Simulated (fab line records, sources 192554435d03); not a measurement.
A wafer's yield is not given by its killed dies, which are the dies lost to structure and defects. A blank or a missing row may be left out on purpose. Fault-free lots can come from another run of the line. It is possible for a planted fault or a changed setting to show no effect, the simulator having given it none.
One fault through the eyes of 2 desks || flow n5_finfet || every desk sees just its own numbers, and what lay behind them comes last

FOR THE TOOL OWNER'S DESK: rie_diel-02
The tool's own readings at N5_BEOL_M7_ETCH_61 (etches SiARC in CF4, target depth 45.5 nm, time 75.8 s): means of the sampled wafers that have a number, for each lot that ran on this tool. Marked OUT: a lot whose mean sits more than 4 standard deviations from the usual mean, which makes it out of limits; the brackets give that distance.
Columns: A = drypump_motor_current_A at N5_BEOL_M7_ETCH_61, usual 5.9 A; B = etch_rf_on_time_s at N5_BEOL_M7_ETCH_61, usual 78.6 s; C = oes_product_au at N5_BEOL_M7_ETCH_61, usual 0.65 a.u.; D = rf_fwd_power_W at N5_BEOL_M7_ETCH_61, usual 539.7 W; E = rf_vpp_V at N5_BEOL_M7_ETCH_61, usual 184.3 V; F = showerhead_plenum_p_Torr at N5_BEOL_M7_ETCH_61, usual 2.15 Torr; G = throttle_valve_pct at N5_BEOL_M7_ETCH_61, usual 15.55 %
{"lot": "L979", "first seen here": "day 9 18:55", "A": 5.4, "B": 79.9, "C": 0.70, "D": 539.8, "E": 185.5, "F": 2.21, "G": 15.36}
{"lot": "L986", "first seen here": "day 11 12:49", "A": 5.7, "B": 77.4, "C": 0.66, "D": 539.2, "E": 184.5, "F": 2.15, "G": 15.57}
{"lot": "L988", "first seen here": "day 11 21:11", "A": 6.1, "B": "64.7 (-6.9) OUT", "C": 0.64, "D": "668.7 (+59) OUT", "E": "170.8 (-10) OUT", "F": 2.08, "G": 15.80}
{"lot": "L987", "first seen here": "day 11 21:27", "A": 5.9, "B": "66.3 (-6.2) OUT", "C": 0.64, "D": "667.9 (+58) OUT", "E": "170.5 (-11) OUT", "F": 2.13, "G": 15.70}
Finding of this desk: L987, L988 out of limits; the first was L988 at day 11 21:11, on etch_rf_on_time_s at N5_BEOL_M7_ETCH_61. L979, L986 stayed within limits.

FROM THE METROLOGY DESK
Means of the sampled wafers that have a number, per lot and without regard to the tool the lot ran on: this is what the gauges read. Marked OUT: a lot whose mean sits more than 4 standard deviations from the usual mean, which makes it out of limits; the brackets give that distance.
Columns: A = M6_RS at N5_BEOL_M6_RS_MEAS_57, usual 0.286 ohm/sq
{"lot": "L975", "first seen here": "day 9 04:50", "A": 0.271}
{"lot": "L977", "first seen here": "day 9 07:30", "A": 0.290}
{"lot": "L979", "first seen here": "day 9 16:50", "A": 0.270}
{"lot": "L981", "first seen here": "day 10 11:17", "A": 0.282}
{"lot": "L986", "first seen here": "day 11 09:00", "A": 0.290}
{"lot": "L988", "first seen here": "day 11 17:34", "A": 0.281}
{"lot": "L987", "first seen here": "day 11 18:26", "A": 0.299}
{"lot": "L992", "first seen here": "day 13 11:26", "A": 0.276}
{"lot": "L994", "first seen here": "day 13 11:47", "A": 0.289}
{"lot": "L996", "first seen here": "day 13 18:44", "A": 0.309}
{"lot": "L997", "first seen here": "day 14 16:56", "A": 0.274}
{"lot": "L998", "first seen here": "day 14 22:55", "A": 0.275}
This desk's finding: nothing out of limits on any of the 12 lots.

ALL TOGETHER
At day 11 21:11, on L987, L988, the tool owner's desk was in a position to raise an alarm.
The metrology desk saw nothing out of limits.
The metrology desk holds a record of L987, L988, inside its limits.
On rie_diel-02, each named lot ran N5_BEOL_M7_ETCH_61.

WHAT THE SIMULATOR HAD INSERTED
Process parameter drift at N5_BEOL_M7_ETCH_61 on rie_diel-02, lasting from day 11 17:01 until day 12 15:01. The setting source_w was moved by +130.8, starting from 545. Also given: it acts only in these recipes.
Lots struck among those shown: L987, L988.
How many hours passed from the start of the fault until each desk's first out-of-limits reading: the tool owner's desk, 4.
